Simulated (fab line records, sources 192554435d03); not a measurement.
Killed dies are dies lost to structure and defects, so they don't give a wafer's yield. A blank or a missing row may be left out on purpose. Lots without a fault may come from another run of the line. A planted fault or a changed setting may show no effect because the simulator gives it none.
fab line records | flow n5_finfet
record lots=4 wafers=12 last_day=17
route steps=1938 shown GATE_CUT@468 BEOL_M4@1111 PASSIVATION@1936
lots that met no fault: from a run of the same line without faults
start_h: hours from the record's first day to the start of the lot's first wafer shown | wait_h: hours since the lot's step before | " the same as in the row above | L1.1+2: a row that stands for several wafers | - no value, or no start given | * or withheld: withheld | < > ~ a bound
route shown NAME@n: a module of which the file shows steps, and the number in the route of the first | usual: mean/standard deviation of fault-free wafers | same: alike in all rows | chamber/n: place in a boat | sites: the reading at each site | _std_site: their standard deviation | _edge_site: outer sites' mean less inner sites' | radius_mm: how far each site lies from the wafer's centre | mask NAME#n: copy n | behind: the tool/chamber that last shaped the wafer | hold: why the lot was held/for how many hours/how that ended | device: the transistor (n, p or np) that didn't switch | end of line: the same wafers' tests at the end of the route | a step without rows: its recipe alone | killed: dies lost to structure and defects at the first sort, not the wafer's yield | map: a wafer's dies, x killed, . not, _ none there
set.NAME: the setting as run; set.NAME@STEP: as run at that earlier step | model.NAME: the simulator's own value behind a step, which no gauge read
lots at some steps of the route; a table a step, a row a wafer
services: from which hour (start_h, from the record's first day; less than 0 if before it) a tool's chamber was out of use, for how many hours, and why
## steps
# step N5_GATE_CUT_VAPOR_ETCH_60
# recipe chemistry=BCl3/Cl2 target=HfO2 mode=isotropic
# step N5_GATE_CUT_ETCH_58
# recipe chemistry=CH3F/O2 target=SiNx target_depth_a=170 time_s=128.6 ion_energy_ev=50 pressure_mtorr=30 source_w=415 bias_w=21 Ar_flow_sccm=150 CH3F_flow_sccm=30 O2_flow_sccm=20
# step N5_GATE_CUT_STRIP_59
# recipe chemistry=N2/H2 time_s=20 power_w=100 temp_c=40 pressure_mtorr=100 rf_frequency_hz=6e+07 bias_power_w=3 n2_flow_sccm=300 h2_flow_sccm=300
# step N5_GATE_CUT_PRECLEAN_31
# recipe temp_c=23 chemistry=DIW time_s=300
# step N5_GATE_CUT_SRD_32
# recipe time_s=30 temp_c=23 rinse_liquid=diw dry=ipa_marangoni
# step N5_GATE_CUT_SAC_CAP_01
# recipe material=SiNx target_thk_a=240 temp_c=400 ald_precursor_family=SiH2I2 ald_co_reactant=N2/H2-plasma pulse_time_s=1 ald_cycles=480 purge_time_s=2 co_reactant_purge_time_s=2 pressure_torr=2
# step N5_GATE_CUT_PECVD_57
# recipe material=SiNx target_thk_a=210 temp_c=400 precursor=SiH4/NH3/N2 pressure_torr=1.5 rf_w=300
# step N5_GATE_CUT_CMP_02
# recipe stop_on=SiO2 t_overpolish_s=12.7 post_cmp_clean=alkaline_brush down_force_psi=2.5 platen_rpm=51.8 pad_velocity_m_s=1.0307 target_thk_nm=0
# step N5_GATE_CUT_HM_DEP_46
# recipe material=SiO2 target_thk_a=1300 temp_c=400 precursor=TEOS/O2 pressure_torr=6.5 rf_w=900 teos_flow_sccm=161.4 gas=O2 flow_sccm=2650 time_s=26.6
# step N5_GATE_CUT_COAT_34
# recipe resist=SOC temp_c=250 time_s=60 spin_rpm=1500 resist_thk_nm=60
# step N5_GATE_CUT_COAT_35
# recipe resist=SiARC temp_c=220 time_s=60 spin_rpm=1500 resist_thk_nm=10
# step N5_GATE_CUT_COAT_27
# recipe resist=underlayer temp_c=205 time_s=60 spin_rpm=1500 resist_thk_nm=10
# usual exhaust_pa=45.1/0.79 spin_speed_rpm=1499.9/0.88
# same time_s=60
# columns lot.wafer tool chamber start_h wait_h exhaust_pa spin_speed_rpm model.underlayer_of_GATE_CUT_COAT_27.thk_nm
L467.2 litho_track-05 0 104.37 - 44.2 1500.0 10
L467.3 " 0 " " 44.8 1499.8 10
L467.4 " 0 " " 45.8 1499.7 10
L477.1 litho_track-05 0 162.48 - 45.4 1583.2 9.6
L477.2 " 0 " " 46.0 1584.4 9.6
L477.4 " 0 " " 44.9 1583.4 9.6
L478.2 litho_track-05 0 170.36 - 45.6 1584.4 9.8
L478.5 " 0 " " 45.9 1585.6 9.8
L478.6 " 0 " " 45.5 1583.2 9.8
L487.1 litho_track-01 0 221.88 - 45.0 1500.3 10
L487.2 " 0 " " 46.0 1498.0 10
L487.6 " 0 " " 45.1 1500.0 10
# step N5_GATE_CUT_COAT_07
# recipe resist=CAR-EUV spin_rpm=1500 resist_thk_nm=30
# step N5_GATE_CUT_EBR_09
# recipe solvent=PGMEA ebr_width_mm=1.5
# step N5_GATE_CUT_SOFTBAKE_08
# recipe temp_c=110 time_s=60 resist=CAR-EUV
# step N5_GATE_CUT_EXPOSE_10
# recipe mask_id=GATE_CUT na=0.33 source_shape=annular sigma_inner=0.35 sigma_outer=0.8 polarization=unpolarized target_cd_nm=20 dose_mj=43.25
# step N5_GATE_CUT_PEB_11
# recipe peb_temp_c=100 peb_time_s=60 resist=CAR-EUV
# step N5_GATE_CUT_DEVELOP_12
# recipe develop_time_s=30 developer=TMAH resist=CAR-EUV rinse_liquid=surfactant_rinse dry=air_spin dev_temp_c=23
# step N5_GATE_CUT_DESCUM_18
# recipe chemistry=O2 time_s=7 source_power_w=50 bias_power_w=20 pressure_mtorr=20 rf_frequency_hz=2.712e+07 temp_c=40 resist=CAR-EUV o2_flow_sccm=225
# step N5_GATE_CUT_ETCH_28
# recipe chemistry=N2/H2 target=underlayer target_depth_a=130 mask_material=CAR-EUV time_s=10.4 ion_energy_ev=200 pressure_mtorr=30 source_w=840 bias_w=150 n2_flow_sccm=200 h2_flow_sccm=200 ends=cleared
# usual drypump_motor_current_A=5.6/0.42 etch_rf_on_time_s=10.35/0.11 oes_product_au=0.68/0.067 rf_vpp_V=525.0/2.2 showerhead_plenum_p_Torr=2.57/0.074 throttle_valve_pct=17.76/0.28
# columns lot.wafer tool chamber start_h wait_h drypump_motor_current_A etch_rf_on_time_s oes_product_au rf_hours_counter_h rf_vpp_V showerhead_plenum_p_Torr throttle_valve_pct model.CAR-EUV_of_GATE_CUT_COAT_07.thk_nm model.etch.depth_nm
L467.2 rie_diel-05 1 104.80 0.0 5.0 10.60 0.62 182 525.8 2.63 17.74 14.8 9.982
L467.3 " 0 " " 6.5 10.38 0.60 209 522.4 2.52 18.15 14.8 9.958
L467.4 " 2 " " 6.3 10.42 0.61 192 521.8 2.42 18.13 14.8 9.96
L477.1 rie_diel-02 2 163.02 0.0 5.2 9.96 0.67 157 523.0 2.54 18.03 15 9.675
L477.2 " 3 " " 5.7 9.97 0.64 168 526.3 2.63 17.71 15.2 9.697
L477.4 " 1 " " 5.4 10.00 0.74 29 524.6 2.59 17.59 15.2 9.677
L478.2 rie_diel-02 2 170.78 0.0 5.1 9.92 0.66 159 524.6 2.54 18.01 15 9.713
L478.5 " 0 " " 5.9 10.04 0.78 - 528.8 2.70 17.20 15.2 9.713
L478.6 " 1 " " 5.4 9.93 0.74 - 525.9 2.59 17.59 15.2 9.71
L487.1 rie_diel-02 2 222.31 0.0 5.1 10.43 0.64 175 522.8 2.54 18.05 14.4 10.06
L487.2 " 3 " " 5.8 10.54 0.62 186 526.2 2.63 17.75 14.8 10.05
L487.6 " 2 " " 5.2 10.40 0.64 - 523.8 2.54 18.06 14.6 10.02
# step N5_GATE_CUT_ETCH_36
# recipe chemistry=CF4 target=SiARC target_depth_a=130 mask_material=CAR-EUV time_s=21.7 ion_energy_ev=80 pressure_mtorr=40 source_w=545 bias_w=36 Ar_flow_sccm=100 cf4_flow_sccm=100 ends=cleared
# usual drypump_motor_current_A=5.6/0.42 etch_rf_on_time_s=21.69/0.25 oes_product_au=0.68/0.067 rf_vpp_V=184.4/1.2 showerhead_plenum_p_Torr=2.17/0.061 throttle_valve_pct=15.54/0.26
# columns lot.wafer tool chamber start_h wait_h drypump_motor_current_A etch_rf_on_time_s oes_product_au rf_hours_counter_h rf_vpp_V showerhead_plenum_p_Torr throttle_valve_pct model.CAR-EUV_of_GATE_CUT_COAT_07.thk_nm
L467.2 rie_diel-05 1 104.82 0.0 5.0 22.07 0.63 182 185.3 2.21 15.46 7
L467.3 " 0 " " 6.4 21.57 0.60 209 185.5 2.13 15.99 7.2
L467.4 " 2 " " 6.3 21.54 0.62 192 182.9 2.04 15.88 7.2
L477.1 rie_diel-02 2 163.04 0.0 5.2 21.49 0.66 157 184.1 2.14 15.70 7.4
L477.2 " 3 " " 5.8 21.95 0.63 168 185.1 2.22 15.68 7.4
L477.4 " 1 " " 5.4 21.58 0.75 29 184.4 2.18 15.26 7.4
L478.2 rie_diel-02 2 170.80 0.0 5.2 21.22 0.66 159 183.4 2.14 15.70 7.2
L478.5 " 0 " " 5.9 21.55 0.79 - 185.9 2.27 15.07 7.6
L478.6 " 1 " " 5.4 21.72 0.74 - 184.2 2.17 15.28 7.4
L487.1 rie_diel-02 2 222.33 0.0 5.2 21.36 0.65 175 183.9 2.13 15.74 6.8
L487.2 " 3 " " 5.8 22.04 0.62 186 185.1 2.22 15.70 7.2
L487.6 " 2 " " 5.2 21.48 0.64 - 183.2 2.13 15.74 7
# step N5_GATE_CUT_ETCH_37
# recipe chemistry=N2/H2 target=SOC target_depth_a=600 overetch_a=120 mask_material=SiARC temp_c=40 time_s=90 ion_energy_ev=200 pressure_mtorr=30 source_w=840 bias_w=150 n2_flow_sccm=200 h2_flow_sccm=200
# step N5_BEOL_M4_RC_MEAS_101
# usual DIBL_N=36.4/1.5 DIBL_P=36.6/1.9 IOFF_N=0.155/0.021 IOFF_P=0.211/0.028 ION_N=671/8.6 ION_P=462/5.8 SS_N=71.5/0.5 SS_P=73.4/0.58 VT_N=250.1/2.4 VT_P=-250.1/3
# columns lot.wafer tool chamber start_h wait_h DIBL_N[mV/V] DIBL_P[mV/V] IOFF_N[nA/um] IOFF_P[nA/um] ION_N[uA/um] ION_P[uA/um] SS_N[mV/dec] SS_P[mV/dec] VT_N[mV] VT_P[mV]
L467.2 prober-01 0 186.62 0.2 36.9 38.2 0.157 0.202 670 455 71.2 72.7 252.9 -250.5
L467.3 " 0 " " 37.0 38.2 0.161 0.208 674 460 71.4 72.5 252.0 -248.0
L467.4 " 0 " " 38.1 38.9 0.173 0.218 676 456 73.1 74.1 252.0 -251.1
L477.1 prober-01 0 244.20 0.0 36.8 35.1 0.138 0.189 666 460 71.4 72.8 250.7 -253.3
L477.2 " 0 " " 37.1 35.7 0.148 0.196 671 460 71.5 72.9 251.4 -253.0
L477.4 " 0 " " 36.1 34.0 0.129 0.175 666 456 70.4 72.6 252.9 -252.5
L478.2 prober-02 0 244.65 0.2 35.9 35.0 0.149 0.202 665 453 71.5 73.0 251.1 -251.5
L478.5 " 0 " " 36.1 34.8 0.155 0.196 661 456 71.9 73.6 249.6 -249.0
L478.6 " 0 " " 33.7 32.7 0.121 0.173 652 449 70.4 72.9 251.0 -255.1
L487.1 prober-02 0 308.25 0.0 34.5 34.4 0.117 0.138 674 460 70.9 72.5 252.8 -259.8
L487.2 " 0 " " 36.2 35.8 0.140 0.153 675 455 71.0 73.1 251.5 -257.3
L487.6 " 0 " " 37.7 38.3 0.170 0.188 680 454 70.7 74.0 247.1 -252.9
# step N5_PASSIVATION_PROBE_49
# usual defect_limited_yield=91.5/1.4 killed_at_M0_to_M3=33/10 killed_at_M4_up=13/5 killed_at_contacts=13/5.6 killed_at_front_end=38/12 killed_at_other=3.9/2.7 killed_dies=100/16 killed_open=66/13 killed_short=32/7.2 sort_bin_5_function=5.0/0.97 sort_bin_6_memory=3.2/0.61 sort_n_pass=1080/16 sort_yield_pct=91.5/1.4
# same gross_dies=1180 killed_at_back_side=0 sort_bin_4_leakage[%]=0 sort_bin_8_speed[%]=0
# columns lot.wafer tool chamber start_h wait_h defect_limited_yield[%] killed_at_M0_to_M3 killed_at_M4_up killed_at_contacts killed_at_front_end killed_at_other killed_dies killed_open killed_short sort_bin_5_function[%] sort_bin_6_memory[%] sort_n_pass sort_yield_pct[%]
L478.2 prober-01 - 346.72 0.1 92.3 31 12 10 36 2 91 70 21 4.6 3.1 1089 92.3
L478.6 prober-01 - 346.92 0.3 91.7 42 13 12 30 1 98 62 36 4.8 2.9 1082 91.7
# killed by level:class
L478.2 STI_FIN_REVEAL:geometric_particle:open=13 BEOL_M0_SAQP:geometric_particle:open=10 MOL_CONTACT_COAG:geometric_particle:open=9 DUMMY_GATE:geometric_particle:open=7 BEOL_M3:geometric_particle:open=7 BEOL_M0_SAQP:geometric_particle:short=6 BEOL_M2:geometric_particle:open=6 BEOL_M4:geometric_particle:open=6
L478.6 BEOL_M0_SAQP:geometric_particle:open=12 BEOL_M0_SAQP:geometric_particle:short=9 MOL_CONTACT_COAG:geometric_particle:open=9 BEOL_M3:geometric_particle:open=8 STI_FIN_REVEAL:geometric_particle:open=5 BEOL_M1:geometric_particle:open=5 ILD0:geometric_particle:short=4 BEOL_M5:geometric_particle:open=4
## services
# columns tool chamber start_h hours kind
rie_diel-02 1 110.06 6.0 repair
rie_diel-02 - 140.34 0.4 repair
rie_diel-05 0 215.24 3.8 repair
## key
first_sign step=N5_GATE_CUT_COAT_27 reading=spin_speed_rpm direction=up sigmas=96 usual=* struck=*
effect step=N5_GATE_CUT_ETCH_28 reading=etch_rf_on_time_s direction=down sigmas=3.4 usual=* struck=*
model_effect step=N5_GATE_CUT_COAT_27 value=underlayer_of_GATE_CUT_COAT_27.thk_nm without=10 struck=9.7
model_effect step=N5_GATE_CUT_ETCH_28 value=CAR-EUV_of_GATE_CUT_COAT_07.thk_nm without=14.77 struck=15.13
model_effect step=N5_GATE_CUT_ETCH_36 value=CAR-EUV_of_GATE_CUT_COAT_07.thk_nm without=7.133 struck=7.4
met_at N5_GATE_CUT_COAT_27
struck_wafers L477.1,L477.2,L477.4,L478.2,L478.5,L478.6
onset_between 104.37 162.48
fault kind=process_parameter_drift tool=litho_track-05 chamber=- onset_h=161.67 steps=N5_GATE_CUT_COAT_27 channel=spin_rpm offset=* shape=step end_h=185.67 acts_in=* stated=*
